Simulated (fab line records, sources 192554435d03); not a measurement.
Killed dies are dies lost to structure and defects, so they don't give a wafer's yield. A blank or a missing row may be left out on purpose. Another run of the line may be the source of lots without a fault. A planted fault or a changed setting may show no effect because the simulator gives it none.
A lot that was struck, set against a sound lot / flow n5_finfet / 24 out of 1938 route steps
Sound: these wafers, L923.1, L923.5, L923.6. Struck: wafer L925.3 (left out: L925.2, L925.4 of the same lot, which were not struck); the cause appears at the end.
At each step with rows: each side's tool, then ch and its chambers, then its first start. Under that, the readings that differ: sound wafers / struck wafers / difference of the means / sigmas: that difference in standard deviations of wafers without a fault.
alike: words and numbers the same on both sides, and readings whose means are apart by under 2 such deviations; not compared: readings that were withheld, readings missing a value for some wafer, numbers with overlapping values and no deviation given by the record, and bounds like >300 which may hide the same value.
Wherever a step has rows on one side only, a row that says differs or no value, or a row with sigmas, the two part there. Numbers that don't overlap but have no deviation are shown without sigmas and don't part them. A reading that every wafer of one side lacks parts them only if that side has two wafers or more.

first, 9 steps without rows for these wafers: N5_BEOL_M9_EBR_07; N5_BEOL_M9_SOFTBAKE_06 (time 60 s); N5_BEOL_M9_EXPOSE_08 (exposes mask M9); N5_BEOL_M9_PEB_09 (peb time 60 s); N5_BEOL_M9_DEVELOP_10 (develop time 30 s); N5_BEOL_M9_DESCUM_16 (chemistry O2, time 7.9 s); N5_BEOL_M9_ETCH_61 (etches SiARC in CF4, target depth 39 nm, time 65 s); N5_BEOL_M9_ETCH_62 (etches SOC in N2/H2, target depth 110 nm, overetch 22 nm, time 165 s); N5_BEOL_M9_STRIP_68 (strips in N2/H2).
N5_BEOL_M9_STRIP_67: strips in CF4.
  sound on rie_diel-01 ch 0,2,3, day 11 01:52; struck on rie_diel-01 ch 3, day 11 05:04
  alike: drypump_motor_current_A, oes_product_au, rf_vpp_V, showerhead_plenum_p_Torr, throttle_valve_pct
  not compared: rf_hours_counter_h
then, 11 steps without rows for these wafers: N5_BEOL_M9_HM_OPEN_17 (chemistry Cl2/BCl3, target TiN, target depth 20 nm, overetch 6 nm); N5_BEOL_M9_STRIP_19 (strips in O2); N5_BEOL_M9_COAT_63 (time 60 s, resist thk 60 nm); N5_BEOL_M9_COAT_64 (time 60 s, resist thk 12 nm); N5_BEOL_M9_COAT_75 (time 60 s, resist thk 5 nm); N5_BEOL_M9_COAT_22 (resist thk 30 nm); N5_BEOL_M9_EBR_24; N5_BEOL_M9_SOFTBAKE_23 (time 60 s); N5_BEOL_M9_EXPOSE_25 (exposes mask V8); N5_BEOL_M9_PEB_26 (peb time 60 s); N5_BEOL_M9_DEVELOP_27 (develop time 30 s).
N5_BEOL_M9_INSPECT_30: inspects for defects (brightfield).
  sound on defect_inspect-02 at day 11 03:37; struck on defect_inspect-02 at day 11 05:43
reading=raw_defect_count; sound=625 679 578; struck=989; difference=+362; sigmas=+3
then, 1 step without rows for these wafers: N5_BEOL_M9_DESCUM_33 (chemistry O2, time 7 s).
-- record jumps: 3 days separate the struck wafers' starts on either side; left off in module BEOL_M9, taken up again in module PASSIVATION, whose first shown step is the route's number 1936 --
N5_PASSIVATION_PROBE_49:
  sound on prober-01 at day 13 10:29; struck on prober-02 at day 13 18:55
reading=defect_limited_yield (%); sound=92.2 91.9 92.2; struck=86.4; difference=-5.7; sigmas=-4
reading=killed_at_M4_up; sound=6 11 4; struck=73; difference=+66; sigmas=+14
reading=killed_dies; sound=92 95 92; struck=161; difference=+68; sigmas=+4
reading=killed_on_rim; sound=11 9 15; struck=33; difference=+21; sigmas=+5
reading=sort_bin_5_function (%); sound=4.4 5.3 4.7; struck=8.5; difference=+3.7; sigmas=+4
reading=sort_n_pass; sound=1088 1085 1088; struck=1019; difference=-68; sigmas=-4
reading=sort_yield_pct (%); sound=92.2 91.9 92.2; struck=86.4; difference=-5.7; sigmas=-4
  alike: killed_at_M0_to_M3, killed_at_contacts, killed_at_front_end, killed_at_other, killed_open, killed_short, sort_bin_6_memory

== WHERE THEY PART ==
Earliest at N5_BEOL_M9_INSPECT_30; latest, in this record, at N5_PASSIVATION_PROBE_49.

WHY: what had been put in by the simulator
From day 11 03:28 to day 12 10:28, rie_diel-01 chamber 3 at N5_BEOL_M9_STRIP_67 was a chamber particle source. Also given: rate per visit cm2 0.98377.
